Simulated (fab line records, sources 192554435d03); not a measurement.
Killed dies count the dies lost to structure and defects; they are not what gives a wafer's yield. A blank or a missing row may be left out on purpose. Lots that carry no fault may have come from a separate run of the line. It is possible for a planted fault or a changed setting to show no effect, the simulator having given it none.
Chamber matching -- flow n5 finfet -- N5_STI_FIN_REVEAL_CMP_04 on cmp-03 has 4 sister chambers
The step polishes, stops on Si3N4, t overpolish 4 s, target thk 131.83 nm. 18 wafers are shown with their chamber, then 9 later ones without.

WAFERS PAIRED WITH THEIR CHAMBERS
wafer,chamber,motor current A (A),time to endpoint s (s),overpolish run s (s)
L074.1,0,9.3,106,4.021
L074.2,2,8.4,107,4.000
L074.3,3,8.9,106,4.006
L076.3,1,7.6,97,4.022
L076.4,3,9.0,101,4.006
L076.5,0,9.2,100,4.010
L077.4,1,7.4,96,3.988
L077.5,3,8.9,102,3.993
L077.6,0,9.5,98,3.999
L079.1,3,8.3,107,3.992
L079.2,1,7.6,97,4.004
L079.3,2,7.9,108,3.998
L080.2,3,8.8,104,4.010
L080.4,1,7.9,100,3.997
L080.5,0,9.2,99,4.015
L087.2,2,8.1,100,4.019
L087.3,3,8.9,104,3.982
L087.4,1,7.9,97,4.004

SIGNATURES (averages over the wafers above)
reading,chamber 0,chamber 1,chamber 2,chamber 3,scatter within a chamber
motor current A,9.300,7.680,8.133,8.800,0.223
time to endpoint s,100.75,97.40,105.00,104.00,2.83
overpolish run s,4.01125,4.00300,4.00567,3.99817,0.0112
Rule: a wafer lies at a distance from a chamber equal to the root of the sum of squares, over the readings, of (its reading less the chamber's mean, divided by the reading's scatter). If the next closest chamber is less than 2 further off than the closest, the wafer can't be placed; otherwise it belongs to the closest. The scatter is the square root of a quotient: the sum, over the shown wafers, of each reading's squared deviation from its chamber's mean, divided by wafers minus chambers.

WAFERS WITHOUT THEIR CHAMBER
wafer,motor current A (A),time to endpoint s (s),overpolish run s (s)
L088.3,7.8,96,4.003
L088.4,9.0,99,4.023
L088.5,9.3,100,4.000
L092.1,8.1,98,3.996
L092.3,8.9,104,4.000
L092.4,8.9,99,3.998
L097.2,9.5,99,3.997
L097.5,7.5,99,3.993
L097.6,9.1,102,4.007

CHAMBER TAKEN BY EACH
wafer,from the rows above,in truth
L088.3,1,1
L088.4,can't be placed: 0 or 3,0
L088.5,can't be placed: 0 or 3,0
L092.1,can't be placed: 1 or 2 or 3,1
L092.3,can't be placed: 3 or 0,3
L092.4,can't be placed: 3 or 0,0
L097.2,can't be placed: 0 or 3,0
L097.5,1,1
L097.6,can't be placed: 0 or 3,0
Placed correctly: 2 of 9. Can't be placed from these rows: 7 (the true chamber is among the candidates in 7). Placed wrongly: 0.
